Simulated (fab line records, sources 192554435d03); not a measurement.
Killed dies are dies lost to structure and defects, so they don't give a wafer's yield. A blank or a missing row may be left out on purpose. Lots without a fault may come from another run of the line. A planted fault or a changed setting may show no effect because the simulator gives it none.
Chamber matching | flow n5_finfet | N5_SD_EPI_N_LINER_46 on ald_sin-03: 4 sister chambers
The step material SiNx, target thk 3 nm. 8 wafers are shown with their chamber, then 9 later ones without.

WAFERS WITH THEIR CHAMBER
wafer  | chamber | heater_power_w (W)
L079.1 | 1       | 832
L080.4 | 1       | 846
L081.1 | 3       | 702
L081.2 | 0       | 783
L081.4 | 2       | 830
L083.1 | 2       | 828
L083.2 | 3       | 737
L083.5 | 0       | 785

WAFERS WITHOUT THEIR CHAMBER
wafer  | heater_power_w (W)
L084.2 | 826
L084.4 | 790
L084.6 | 695
L095.1 | 844
L095.5 | 861
L095.6 | 802
L097.1 | 829
L097.3 | 774
L097.5 | 825

WHICH CHAMBER EACH WENT THROUGH
wafer  | from the rows above          | in truth
L084.2 | can't be placed: 2 or 1      | 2
L084.4 | 0                            | 0
L084.6 | 3                            | 3
L095.1 | can't be placed: 1 or 2      | 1
L095.5 | can't be placed: 1 or 2      | 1
L095.6 | can't be placed: 0 or 2 or 1 | 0
L097.1 | can't be placed: 2 or 1      | 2
L097.3 | 0                            | 0
L097.5 | can't be placed: 2 or 1      | 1
Placed correctly: 3 of 9. Can't be placed from these rows: 6 (the true chamber is among the candidates in 6). Placed wrongly: 0.
How it was worked out, from the rows above alone: a wafer's distance from a chamber is the root of the sum, over the readings, of the square of ((its reading less the chamber's mean) divided by the reading's scatter). The wafer belongs to the nearest chamber; if the next one is less than 2 further off, it can't be placed. A chamber's mean is the mean of its shown wafers. The scatter: the root of (the sum of the squares of (reading less its chamber's mean) over the shown wafers, divided by (wafers less chambers)).
